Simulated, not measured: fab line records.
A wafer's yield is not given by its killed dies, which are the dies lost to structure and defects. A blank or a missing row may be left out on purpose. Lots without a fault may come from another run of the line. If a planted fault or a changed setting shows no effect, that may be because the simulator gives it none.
Matching of chambers ; flow n5-finfet ; N5_HKMG_FIN_ALD_74 on ald-hk-02: 4 sister chambers
The step deposits La2O3, target thk 0.5 nm, pulse time 6 s, co reactant pulse time 1 s. 7 wafers are shown with their chamber, then 7 later ones without.

WAFERS, EACH WITH ITS CHAMBER
wafer;chamber;heater-power-w (W);precursor-pulse-height-rel
L076.1;0;309;1.001
L079.6;2;286;0.949
L085.1;3;340;1.002
L085.3;0;306;1.015
L085.4;2;291;0.999
L087.1;3;353;0.977
L087.4;1;293;0.997

WAFERS MISSING THEIR CHAMBER
wafer;heater-power-w (W);precursor-pulse-height-rel
L087.5;307;1.008
L090.2;340;0.980
L090.4;306;1.015
L090.5;337;0.994
L093.1;301;1.028
L093.2;346;1.024
L093.6;305;1.019

WHICH CHAMBER EACH WENT THROUGH
wafer;from the rows above;in truth
L087.5;0;0
L090.2;3;3
L090.4;can't be placed: 0 or 1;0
L090.5;3;3
L093.1;can't be placed: 0 or 1 or 2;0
L093.2;3;3
L093.6;can't be placed: 0 or 1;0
Correct placement for 4 of the 7. Can't be placed from these rows: 3 (the true chamber is among the candidates in 3). Placed wrongly: 0.
How it was worked out, from the rows above alone: a wafer's distance from a chamber is the root of the sum, over the readings, of the square of ((its reading less the chamber's mean) divided by the reading's scatter). The wafer belongs to the nearest chamber; if the next one is less than 2 further off, it can't be placed. The mean given for a chamber averages the wafers shown for that chamber. How the scatter is found: for the shown wafers, subtract from each reading the mean of its chamber, square and add these, divide the total by (wafers less chambers), then take the root.
